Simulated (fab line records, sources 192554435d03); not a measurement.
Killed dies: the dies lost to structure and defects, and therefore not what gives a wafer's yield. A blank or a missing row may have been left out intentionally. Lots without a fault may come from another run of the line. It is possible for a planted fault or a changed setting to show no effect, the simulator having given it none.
Struck lot and sound lot, side by side | flow n5-finfet | 42 out of 1938 route steps
Sound: the wafers L671.2, L671.3, L671.4. Struck: wafer L678.5. The cause is given at the end.
Each step with rows lists, per side, the tool, then ch with its chambers, then its first start. Under that, the readings that differ: sound wafers | struck wafers | difference of the means | sigmas: that difference in standard deviations of wafers without a fault.
alike: readings with means less than 2 such deviations apart, plus words and numbers identical on both sides. not compared: withheld readings, readings lacking a value on some wafer, bounds such as >300 that could conceal the same value, and numbers that have no deviation in the record and whose values overlap.
A row with sigmas, a row that says differs or no value, or rows on one side alone: a step with any of these is where the two part. When numbers do not overlap yet have no deviation, they are printed without sigmas and do not part them. Lack of a reading on every wafer of one side parts them only where that side has two or more wafers.

first, 1 step without rows for these wafers: N5_BEOL_M10_ALD_74 (deposits TaN, target thk 2 nm, pulse time 2 s, purge time 3 s).
N5_BEOL_M10_SURFACE_TREAT_76:
  sound on pvd-sputter-01 at day 10 21:42; struck on pvd-sputter-01 at day 12 13:08
  not compared: throttle-valve-pct
then, 1 step without rows for these wafers: N5_BEOL_M10_CVD_75 (deposits Co from CCTBA/H2, target thk 2 nm, time 138.9 s).
N5_BEOL_M10_SPUTTER_48: material Cu, target thk 12 nm, time 2 s.
  sound on pvd-sputter-01 at day 10 21:55; struck on pvd-sputter-02 at day 12 14:49
  alike: throttle-valve-pct
then, 3 steps without rows for these wafers: N5_BEOL_M10_ECD_50 (material Cu, target thk 318 nm); N5_BEOL_M10_ANNEAL_51 (time 90 s); N5_BEOL_M10_CMP_52 (polishes, stops on SiCOH lowk, t overpolish 7 s, target thk 140 nm).
N5_BEOL_M10_THK_MEAS_53: measures by xrf.
  sound on film-metro-02 at day 10 23:31; struck on film-metro-01 at day 12 15:56
  alike: M10_THK
then, 2 steps without rows for these wafers: N5_BEOL_M10_PRE_CLEAN_55 (time 15 s); N5_BEOL_M10_DEP_56 (deposits SiCN from 3MS/NH3, target thk 15 nm, time 26.5 s).
N5_BEOL_M10_RS_MEAS_57: uses a four-point probe to measure.
  sound on film-metro-01 at day 10 23:38; struck on film-metro-02 at day 12 16:04
  alike: M10_RS
N5_BEOL_M10_INSPECT_58: inspects for defects (darkfield).
  sound on defect-inspect-01 at day 10 23:40; struck on defect-inspect-02 at day 12 16:05
  alike: raw-defect-count
N5_BEOL_M11_ILD_DEP_00: deposits SiCOH lowk from DEMS/porogen, target thk 308.51 nm, time 58 s.
  sound on pecvd-02 ch 0,1, day 10 23:42; struck on pecvd-01 ch 2, day 12 16:09
  alike: heater-power-w, showerhead-plenum-p-Torr, throttle-valve-pct
then, 1 step without rows for these wafers: N5_BEOL_M11_CURE_71 (cures SiCOH lowk, time 240 s).
N5_BEOL_M11_THK_MEAS_01:
  sound on film-metro-02 at day 11 00:17; struck on film-metro-01 at day 12 16:43
  alike: M11_ILD_THK
then, 1 step without rows for these wafers: N5_BEOL_M11_PECVD_70 (deposits SiO2 from TEOS/O2, target thk 20 nm, time 22.7 s).
N5_BEOL_M11_HM_DEP_02: deposits TiN, target thk 20 nm.
  sound on pvd-sputter-01 at day 11 01:44; struck on pvd-sputter-02 at day 12 18:47
  alike: throttle-valve-pct
then, 8 steps without rows for these wafers: N5_BEOL_M11_COAT_59 (time 60 s, resist thk 100 nm); N5_BEOL_M11_COAT_60 (time 60 s, resist thk 30 nm); N5_BEOL_M11_COAT_05 (resist thk 90 nm); N5_BEOL_M11_EBR_07; N5_BEOL_M11_SOFTBAKE_06 (time 60 s); N5_BEOL_M11_EXPOSE_08 (exposes mask M11); N5_BEOL_M11_PEB_09 (peb time 60 s); N5_BEOL_M11_DEVELOP_10 (develop time 30 s).
N5_BEOL_M11_CD_MEAS_11: target cd 64.1 nm.
  sound on cd-sem-01 ch 0, day 11 02:14; struck on cd-sem-02 ch 0, day 12 19:15
  alike: cd-nm
N5_BEOL_M11_OVL_MEAS_12:
  sound on overlay-01 ch 0, day 11 02:16; struck on overlay-02 ch 0, day 12 19:16
  reading      | sound          | struck | difference | sigmas
  M11_OVL (nm) | -0.4 -0.2 -0.3 | 1.5    | +1.8       | +2
N5_BEOL_M11_DESCUM_16: chemistry O2, time 7.9 s.
  sound on rie-diel-04 ch 1,2,3, day 11 02:19; struck on rie-diel-05 ch 2, day 12 19:21
  alike: drypump-motor-current-A, oes-product-au, rf-vpp-V, showerhead-plenum-p-Torr, throttle-valve-pct
  not compared: rf-hours-counter-h
N5_BEOL_M11_ETCH_61: etches SiARC in CF4, target depth 39 nm, time 65 s.
  sound on rie-diel-04 ch 1,2,3, day 11 02:22; struck on rie-diel-05 ch 2, day 12 19:23
  alike: drypump-motor-current-A, etch-rf-on-time-s, oes-product-au, rf-vpp-V, showerhead-plenum-p-Torr, throttle-valve-pct
  not compared: rf-hours-counter-h
then, 5 steps without rows for these wafers: N5_BEOL_M11_ETCH_62 (etches SOC in N2/H2, target depth 110 nm, overetch 22 nm, time 165 s); N5_BEOL_M11_STRIP_68 (strips in N2/H2); N5_BEOL_M11_STRIP_67 (strips in CF4); N5_BEOL_M11_HM_OPEN_17 (chemistry Cl2/BCl3, target TiN, target depth 20 nm, overetch 6 nm); N5_BEOL_M11_STRIP_19 (strips in O2).
N5_BEOL_M11_CD_MEAS_18: pitch 140 nm, target cd 70 nm.
  sound on cd-sem-01 at day 11 02:49; struck on cd-sem-03 at day 12 19:49
  alike: cd-nm
then, 6 steps without rows for these wafers: N5_BEOL_M11_COAT_63 (time 60 s, resist thk 100 nm); N5_BEOL_M11_COAT_64 (time 60 s, resist thk 30 nm); N5_BEOL_M11_COAT_22 (resist thk 90 nm); N5_BEOL_M11_EBR_24; N5_BEOL_M11_SOFTBAKE_23 (time 60 s); N5_BEOL_M11_EXPOSE_25 (exposes mask V10).
N5_PASSIVATION_PROBE_49:
  record: rows for the struck wafers here (prober-01, day 14 14:34), none for the sound ones

== WHERE THEY PART ==
Earliest at N5_BEOL_M11_OVL_MEAS_12; latest, in this record, at N5_PASSIVATION_PROBE_49.

WHY: what had been put in by the simulator
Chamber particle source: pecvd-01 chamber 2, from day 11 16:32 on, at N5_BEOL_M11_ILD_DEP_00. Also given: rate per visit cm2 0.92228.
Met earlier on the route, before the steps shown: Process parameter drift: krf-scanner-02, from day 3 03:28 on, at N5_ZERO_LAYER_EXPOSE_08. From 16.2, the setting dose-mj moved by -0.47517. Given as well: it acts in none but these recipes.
